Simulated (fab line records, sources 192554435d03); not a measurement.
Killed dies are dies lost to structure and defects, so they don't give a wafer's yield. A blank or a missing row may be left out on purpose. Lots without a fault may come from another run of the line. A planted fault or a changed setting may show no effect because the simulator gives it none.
One fault seen from 2 desks | flow n5_finfet | each desk has only its own numbers; what lay behind them comes last

THE METROLOGY DESK
What the gauges read, lot by lot, whatever tool the lot ran on: means of the sampled wafers that have a number. A lot is out of limits, marked OUT, if its mean lies more than 4 standard deviations from the usual mean; the brackets give that distance. Of its 10 readings 7 are shown: those that lie furthest out on some lot.
Columns: A = DIBL_P at N5_BEOL_M4_RC_MEAS_101, usual 36.2 mV/V; B = IOFF_N at N5_BEOL_M4_RC_MEAS_101, usual 0.16 nA/um; C = IOFF_P at N5_BEOL_M4_RC_MEAS_101, usual 0.21 nA/um; D = ION_N at N5_BEOL_M4_RC_MEAS_101, usual 675 uA/um; E = ION_P at N5_BEOL_M4_RC_MEAS_101, usual 463 uA/um; F = VT_N at N5_BEOL_M4_RC_MEAS_101, usual 250 mV; G = VT_P at N5_BEOL_M4_RC_MEAS_101, usual -251 mV
lot  | first seen here | A    | B    | C    | D   | E   | F   | G
L106 | day 8 10:36     | 37.9 | 0.20 | 0.24 | 686 | 466 | 246 | -249
L109 | day 9 06:21     | 35.5 | 0.14 | 0.18 | 673 | 459 | 251 | -252
L112 | day 10 01:41    | 38.5 | 0.22 | 0.27 | 690 | 469 | 244 | -247
L113 | day 10 05:44    | 36.2 | 0.15 | 0.18 | 674 | 455 | 253 | -254
L118 | day 11 09:48    | 38.9 | 0.21 | 0.27 | 682 | 473 | 247 | -246
L122 | day 12 15:52    | 34.5 | 0.12 | 0.18 | 662 | 459 | 255 | -253
L123 | day 14 00:33    | 37.6 | 0.18 | 0.27 | 683 | 471 | 249 | -247
L126 | day 14 02:49    | 35.8 | 0.16 | 0.20 | 676 | 461 | 249 | -252
L128 | day 14 05:08    | 34.3 | 0.14 | 0.19 | 669 | 457 | 252 | -253
This desk's finding: nothing out of limits on any of the 9 lots.

THE TOOL OWNER'S DESK: implanter-02
The tool's own readings at N5_WELL_APT_IMPLANT_15: means of the sampled wafers that have a number, for each lot that ran on this tool. A lot is out of limits, marked OUT, if its mean lies more than 4 standard deviations from the usual mean; the brackets give that distance.
Columns: A = beam_energy_keV at N5_WELL_APT_IMPLANT_15, usual 25.000; B = dose_ions_cm2 at N5_WELL_APT_IMPLANT_15, usual 1.4999e+13
lot  | first seen here | A                        | B
L106 | day 1 20:07     | 24.990                   | 1.4988e+13
L118 | day 4 20:47     | 25.005                   | 1.4990e+13
L122 | day 5 20:23     | 25.010                   | 1.5006e+13
L123 | day 6 03:19     | 31.408 (+99 or more) OUT | 1.4982e+13
L126 | day 6 20:28     | 31.410 (+99 or more) OUT | 1.4996e+13
This desk's finding: out of limits on L123, L126; first on L123, day 6 03:19 (beam_energy_keV at N5_WELL_APT_IMPLANT_15). In limits: L106, L118, L122.

PUT TOGETHER
The tool owner's desk could have raised an alarm at day 6 03:19, on L123, L126.
The metrology desk saw nothing out of limits.
The metrology desk has L123, L126 on record, within its limits.
Of the lots named, all ran N5_WELL_APT_IMPLANT_15 on implanter-02.

WHAT THE SIMULATOR HAD PUT IN
Process parameter drift: implanter-02, from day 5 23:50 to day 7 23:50, at N5_WELL_APT_IMPLANT_15. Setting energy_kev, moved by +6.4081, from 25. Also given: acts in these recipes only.
Lots struck among those shown: L123, L126.
Hours from the fault's start to each desk's first reading out of limits: the tool owner's desk, 3.
